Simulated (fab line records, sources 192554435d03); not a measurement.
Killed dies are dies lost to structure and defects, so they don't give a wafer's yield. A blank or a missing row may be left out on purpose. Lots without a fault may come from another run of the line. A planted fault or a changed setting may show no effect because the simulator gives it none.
Chamber matching | flow n5_finfet | N5_BEOL_M4_ETCH_77 on rie_diel-04: 4 sister chambers
The step etches underlayer in N2/H2, target depth 6.5 nm, time 5.2 s. 18 wafers are shown with their chamber, then 9 later ones without.

WAFERS WITH THEIR CHAMBER
wafer  | chamber | showerhead_plenum_p_Torr (Torr) | throttle_valve_pct (%) | drypump_motor_current_A (A)
L078.1 | 1       | 2.61                            | 18.1                   | 6.5
L078.3 | 2       | 2.55                            | 18.4                   | 6.1
L078.5 | 1       | 2.61                            | 18.1                   | 6.5
L087.1 | 1       | 2.61                            | 17.7                   | 6.5
L087.2 | 2       | 2.54                            | 18.4                   | 6.1
L087.3 | 3       | 2.53                            | 18.2                   | 6.2
L089.1 | 2       | 2.53                            | 18.5                   | 6.1
L089.3 | 3       | 2.52                            | 18.2                   | 6.3
L089.6 | 1       | 2.60                            | 17.7                   | 6.4
L090.3 | 2       | 2.53                            | 18.4                   | 6.1
L090.4 | 1       | 2.60                            | 17.7                   | 6.5
L090.6 | 2       | 2.53                            | 18.4                   | 6.1
L092.1 | 0       | 2.61                            | 17.6                   | 6.3
L092.2 | 2       | 2.53                            | 18.4                   | 6.1
L092.3 | 1       | 2.60                            | 17.8                   | 6.5
L093.3 | 1       | 2.60                            | 17.7                   | 6.4
L093.4 | 0       | 2.61                            | 17.6                   | 6.3
L093.6 | 1       | 2.60                            | 17.7                   | 6.5

SIGNATURES (means of the wafers above)
reading                  | chamber 0 | chamber 1 | chamber 2 | chamber 3 | scatter within a chamber
showerhead_plenum_p_Torr | 2.6100    | 2.6037    | 2.5350    | 2.5250    | 0.00648
throttle_valve_pct       | 17.600    | 17.812    | 18.417    | 18.200    | 0.13
drypump_motor_current_A  | 6.300     | 6.475     | 6.100     | 6.250     | 0.0378
Rule: a wafer's distance from a chamber is the root of the sum, over the readings, of the square of ((its reading less the chamber's mean) divided by the reading's scatter). The wafer belongs to the nearest chamber; if the next one is less than 2 further off, it can't be placed. The scatter: the root of (the sum of the squares of (reading less its chamber's mean) over the shown wafers, divided by (wafers less chambers)).

WAFERS WITHOUT THEIR CHAMBER
wafer  | showerhead_plenum_p_Torr (Torr) | throttle_valve_pct (%) | drypump_motor_current_A (A)
L095.1 | 2.52                            | 18.2                   | 6.3
L095.4 | 2.53                            | 18.4                   | 6.1
L095.5 | 2.52                            | 18.2                   | 6.2
L097.2 | 2.53                            | 18.5                   | 6.1
L097.3 | 2.52                            | 18.2                   | 6.3
L097.6 | 2.61                            | 17.6                   | 6.3
L096.3 | 2.60                            | 17.8                   | 6.5
L096.4 | 2.61                            | 17.6                   | 6.3
L096.6 | 2.53                            | 18.4                   | 6.1

WHICH CHAMBER EACH WENT THROUGH
wafer  | from the rows above | in truth
L095.1 | 3                   | 3
L095.4 | 2                   | 2
L095.5 | 3                   | 3
L097.2 | 2                   | 2
L097.3 | 3                   | 3
L097.6 | 0                   | 0
L096.3 | 1                   | 1
L096.4 | 0                   | 0
L096.6 | 2                   | 2
Placed correctly: 9 of 9. Can't be placed from these rows: 0. Placed wrongly: 0.
